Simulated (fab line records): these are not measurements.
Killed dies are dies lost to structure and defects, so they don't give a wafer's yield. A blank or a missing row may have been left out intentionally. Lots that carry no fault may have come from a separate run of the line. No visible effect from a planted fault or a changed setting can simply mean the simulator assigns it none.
fab line records | flow n5_finfet | part 2 of 2: steps 24 to 28 of 28
record: lots: 5 wafers: 15 last_day: 17
route steps=1938 shown BEOL_M1@766
lots that met no fault: from a run of the same line without faults
start_h: hours from the record's opening day to when the first of the lot's shown wafers began | wait_h: time in hours since the lot's previous step | " the same as in the row above | L1.1+2: a single row standing in for several wafers | - value missing, or start not given | * or withheld: withheld | < > ~ a bound
route shown NAME@n: NAME is a module with steps in the file, n the number in the route of the first one | usual: mean/standard deviation of fault-free wafers | same: alike in all rows | chamber/n: place in a boat | sites: per-site readings | _std_site: the standard deviation of these | _edge_site: inner sites' mean taken away from outer sites' mean | radius_mm: how far each site lies from the wafer's centre | mask NAME#n: copy n | behind: tool/chamber where the wafer was last shaped | hold: reason for holding the lot/hours on hold/outcome of the hold | device: the transistor (n, p or np) that didn't switch | end of line: at the end of the route, the tests of the same wafers | step lacking rows: just its recipe | killed: dies lost to structure and defects at the first sort, not the wafer's yield | map: the dies of a wafer, with x for killed, . for not killed, _ for no die there
set.NAME: setting as actually run; set.NAME@STEP: the setting as run at that earlier step | model.NAME: the simulator's own value behind a step, which no gauge read
a table for each step, a row for each wafer; lots at some steps of the route
services: the hour from which a tool's chamber was out of use, counted from the record's first day as start_h (under 0 if before that day), plus the number of hours and why
== steps ==
step: N5_BEOL_M1_DESCUM_33
recipe: chemistry: O2 time_s: 7 source_power_w: 50 bias_power_w: 20 pressure_mtorr: 20 rf_frequency_hz: 2.712e+07 temp_c: 40 resist: CAR-EUV o2_flow_sccm: 225
usual: drypump_motor_current_A: 5.7/0.35 oes_product_au: 0.77/0.056 rf_vpp_V: 243.0/1.4 showerhead_plenum_p_Torr: 2.09/0.072 throttle_valve_pct: 20.43/0.23
columns lot.wafer tool chamber start_h wait_h drypump_motor_current_A oes_product_au rf_hours_counter_h rf_vpp_V showerhead_plenum_p_Torr throttle_valve_pct
L074.2 rie_diel-03 3 124.82 0.0 5.9 0.71 198 243.2 2.08 20.55
L074.3 " 0 " " 5.7 0.89 27 245.0 2.21 20.57
L074.6 " 3 " " 5.9 0.71 - 243.4 2.08 20.57
L075.1 rie_diel-01 1 131.47 0.0 5.9 0.73 180 242.8 2.02 20.69
L075.2 " 3 " " 5.7 0.78 126 241.6 1.99 20.45
L075.5 " 0 " " 5.8 0.85 - 243.8 2.16 20.23
L076.1 rie_diel-01 2 135.38 0.0 6.4 0.75 164 245.0 2.19 20.49
L076.4 " 0 " " 5.8 0.84 38 243.6 2.16 20.23
L076.6 " 2 " " 6.4 0.75 - 244.9 2.19 20.47
L091.1 rie_diel-04 0 235.88 0.0 5.7 0.78 121 243.1 2.13 20.64
L091.3 " 2 " " 6.1 0.69 230 242.0 1.98 20.48
L091.6 " 1 " " 5.7 0.85 - 243.6 2.06 20.41
L096.3 rie_diel-01 0 257.23 0.1 5.8 0.81 73 244.4 2.14 20.30
L096.4 " 3 " " 5.7 0.75 162 241.9 1.98 20.48
L096.6 " 2 " " 6.4 0.71 - 244.3 2.18 20.54
step: N5_BEOL_M1_ETCH_77
recipe: chemistry: N2/H2 target: underlayer target_depth_a: 65 mask_material: CAR-EUV time_s: 5.2 ion_energy_ev: 200 pressure_mtorr: 30 source_w: 840 bias_w: 150 n2_flow_sccm: 200 h2_flow_sccm: 200 ends: cleared
usual: drypump_motor_current_A: 5.7/0.35 etch_rf_on_time_s: 5.14/0.18 oes_product_au: 0.66/0.049 rf_vpp_V: 523.7/2.7 showerhead_plenum_p_Torr: 2.53/0.082 throttle_valve_pct: 17.84/0.26
columns lot.wafer tool chamber start_h wait_h drypump_motor_current_A etch_rf_on_time_s oes_product_au rf_hours_counter_h rf_vpp_V showerhead_plenum_p_Torr throttle_valve_pct
L074.2 rie_diel-03 3 124.85 0.0 5.9 5.12 0.62 198 523.4 2.53 18.02
L074.3 " 0 " " 5.7 5.06 0.77 27 528.6 2.70 17.98
L074.6 " 3 " " 6.0 5.05 0.63 - 523.9 2.53 18.05
L075.1 rie_diel-01 1 131.51 0.0 5.9 5.12 0.64 180 519.3 2.45 18.24
L075.2 " 3 " " 5.7 5.34 0.66 126 521.3 2.44 17.95
L075.5 " 0 " " 5.8 5.43 0.73 - 524.0 2.60 17.58
L076.1 rie_diel-01 2 135.41 0.0 6.4 4.83 0.65 164 525.3 2.63 17.84
L076.4 " 0 " " 5.8 5.39 0.72 38 527.0 2.60 17.59
L076.6 " 2 " " 6.4 4.86 0.66 - 527.3 2.64 17.85
L091.1 rie_diel-04 0 235.91 0.0 5.7 5.21 0.66 121 522.2 2.53 17.68
L091.3 " 2 " " 6.0 5.30 0.58 230 519.2 2.42 18.12
L091.6 " 1 " " 5.7 4.84 0.74 - 521.4 2.46 17.54
L096.3 rie_diel-01 0 257.26 0.0 5.8 5.38 0.69 73 524.8 2.58 17.65
L096.4 " 3 " " 5.7 5.33 0.63 162 518.5 2.43 18.02
L096.6 " 2 " " 6.4 4.88 0.63 - 526.6 2.62 17.91
step: N5_BEOL_M1_ETCH_69
recipe: chemistry: CF4 target: SiARC target_depth_a: 156 mask_material: CAR-EUV time_s: 26 ion_energy_ev: 80 pressure_mtorr: 40 source_w: 545 bias_w: 36 Ar_flow_sccm: 100 cf4_flow_sccm: 100 ends: cleared
usual: cf4_flow_sccm: 99.99/0.3 drypump_motor_current_A: 5.7/0.34 etch_rf_on_time_s: 25.8/0.79 oes_product_au: 0.67/0.046 rf_vpp_V: 184.0/1.1 showerhead_plenum_p_Torr: 2.14/0.069 throttle_valve_pct: 15.63/0.21
columns lot.wafer tool chamber start_h wait_h cf4_flow_sccm drypump_motor_current_A etch_rf_on_time_s oes_product_au rf_hours_counter_h rf_vpp_V showerhead_plenum_p_Torr throttle_valve_pct
L074.2 rie_diel-03 3 124.87 0.0 100.10 5.9 25.4 0.62 198 183.5 2.15 15.86
L074.3 " 0 " " 99.66 5.7 25.6 0.77 27 184.0 2.26 15.69
L074.6 " 3 " " 100.21 5.9 25.4 0.62 - 184.8 2.15 15.87
L075.1 rie_diel-01 1 131.52 0.0 100.34 5.9 25.7 0.63 180 183.9 2.06 15.78
L075.2 " 3 " " 100.47 5.7 26.6 0.66 126 184.5 2.07 15.76
L075.5 " 0 " " 100.05 5.8 27.1 0.74 - 184.6 2.19 15.37
L076.1 rie_diel-01 2 135.43 0.0 100.31 6.4 24.8 0.65 164 187.1 2.23 15.65
L076.4 " 0 " " 100.03 5.8 27.4 0.72 38 184.8 2.19 15.36
L076.6 " 2 " " 99.58 6.3 24.7 0.65 - 185.6 2.23 15.66
L091.1 rie_diel-04 0 235.93 0.0 99.78 5.7 26.1 0.66 121 182.2 2.15 15.67
L091.3 " 2 " " 99.92 6.0 26.2 0.59 230 181.6 2.04 15.80
L091.6 " 1 " " 99.88 5.7 24.8 0.74 - 182.6 2.08 15.37
L096.3 rie_diel-01 0 257.28 0.0 99.64 5.8 27.2 0.68 73 184.5 2.18 15.43
L096.4 " 3 " " 99.97 5.7 26.9 0.63 162 182.3 2.06 15.84
L096.6 " 2 " " 99.86 6.3 24.8 0.62 - 183.7 2.22 15.71
step: N5_BEOL_M1_ALD_98
recipe: material: SiO2 target_thk_a: 25 temp_c: 100 ald_precursor_family: BDEAS ald_co_reactant: O2-plasma pulse_time_s: 1 co_reactant_pulse_time_s: 1 purge_time_s: 2 co_reactant_purge_time_s: 2 ald_cycles: 17 pressure_torr: 2
usual: heater_power_w: 76/5.4 precursor_pulse_height_rel: 1.001/0.02
same: ald_cycles: 17
columns lot.wafer tool chamber start_h wait_h heater_power_w precursor_pulse_height_rel since_wet_clean_h
L074.2 ald_sin-03 0 124.95 0.1 67 0.980 309
L074.3 " 3 " " 78 1.002 309
L074.6 " 2 " " 87 1.002 -
L075.1 ald_sin-02 3 131.64 0.1 80 1.001 32
L075.2 " 1 " " 71 1.015 32
L075.5 " 2 " " 72 1.018 -
L076.1 ald_sin-03 1 135.51 0.1 74 1.010 319
L076.4 " 0 " " 68 1.005 319
L076.6 " 0 " " 67 1.021 -
L091.1 ald_sin-02 0 236.01 0.1 73 1.015 137
L091.3 " 3 " " 77 0.979 137
L091.6 " 0 " " 74 0.996 -
L096.3 ald_sin-03 1 257.36 0.1 73 1.010 66
L096.4 " 0 " " 66 0.993 66
L096.6 " 0 " " 66 1.006 -
step: N5_BEOL_M1_ETCHBACK_99
recipe: chemistry: CHF3 target: SiO2 target_depth_a: 50 time_s: 10.4 source_w: 215 bias_w: 47 Ar_flow_sccm: 200 CHF3_flow_sccm: 12 ion_energy_ev: 100 pressure_mtorr: 30
usual: drypump_motor_current_A: 5.73/0.3 oes_product_au: 0.78/0.058 rf_vpp_V: 244/7 showerhead_plenum_p_Torr: 2.17/0.079 throttle_valve_pct: 17.16/0.23
columns lot.wafer tool chamber start_h wait_h drypump_motor_current_A oes_product_au rf_hours_counter_h rf_vpp_V showerhead_plenum_p_Torr throttle_valve_pct
L074.2 rie_diel-03 0 125.87 0.9 5.75 0.91 28 251 2.28 17.19
L074.3 " 3 " " 5.91 0.72 198 236 2.16 17.31
L074.6 " 2 " " 5.64 0.79 - 250 2.28 17.49
L075.1 rie_diel-04 1 134.14 2.5 5.67 0.90 48 244 2.10 16.78
L075.2 " 3 " " 5.04 0.79 110 251 2.15 16.63
L075.5 " 3 " " 5.04 0.79 - 250 2.15 16.64
L076.1 rie_diel-03 0 138.29 2.7 5.74 0.89 32 253 2.28 17.19
L076.4 " 1 " " 5.36 0.82 93 244 2.20 16.99
L076.6 " 3 " " 5.92 0.71 - 235 2.16 17.33
L091.1 rie_diel-04 0 238.00 1.9 5.73 0.77 122 229 2.14 17.03
L091.3 " 1 " " 5.65 0.86 79 243 2.09 16.83
L091.6 " 2 " " 6.05 0.69 - 236 2.03 17.14
L096.3 rie_diel-03 1 261.25 3.8 5.37 0.78 129 243 2.19 17.08
L096.4 " 0 " " 5.75 0.84 68 253 2.27 17.27
L096.6 " 0 " " 5.76 0.84 - 253 2.26 17.26
== services ==
columns tool chamber start_h hours kind
euv_scanner-02 - 100.64 3.7 repair
euv_scanner-01 - 101.90 0.8 repair
euv_scanner-02 - 109.44 17.3 pm
euv_scanner-01 - 126.74 1.0 pm
euv_scanner-01 - 127.75 4.6 pm
euv_scanner-02 - 132.35 1.0 pm
euv_scanner-02 - 138.46 4.6 pm
litho_track-03 - 139.49 - consumable_replace:filter
rie_metal-02 - 142.52 0.3 repair
euv_scanner-02 - 144.92 0.2 repair
rie_diel-04 - 146.76 2.8 pm
rie_diel-04 2 163.49 3.9 repair
euv_scanner-01 - 174.52 1.0 pm
ald_sin-03 - 177.57 14.0 pm
ald_sin-03 0 177.57 14.0 vent_cycle
euv_scanner-02 - 185.86 1.0 pm
rie_metal-02 - 198.86 2.8 pm
euv_scanner-01 - 199.47 5.8 pm
rie_diel-01 - 207.15 2.3 repair
euv_scanner-01 - 222.25 12.0 pm
rie_diel-01 - 229.78 2.5 repair
euv_scanner-01 - 234.25 1.0 pm
euv_scanner-02 - 242.01 1.0 pm
euv_scanner-02 - 257.38 0.6 repair
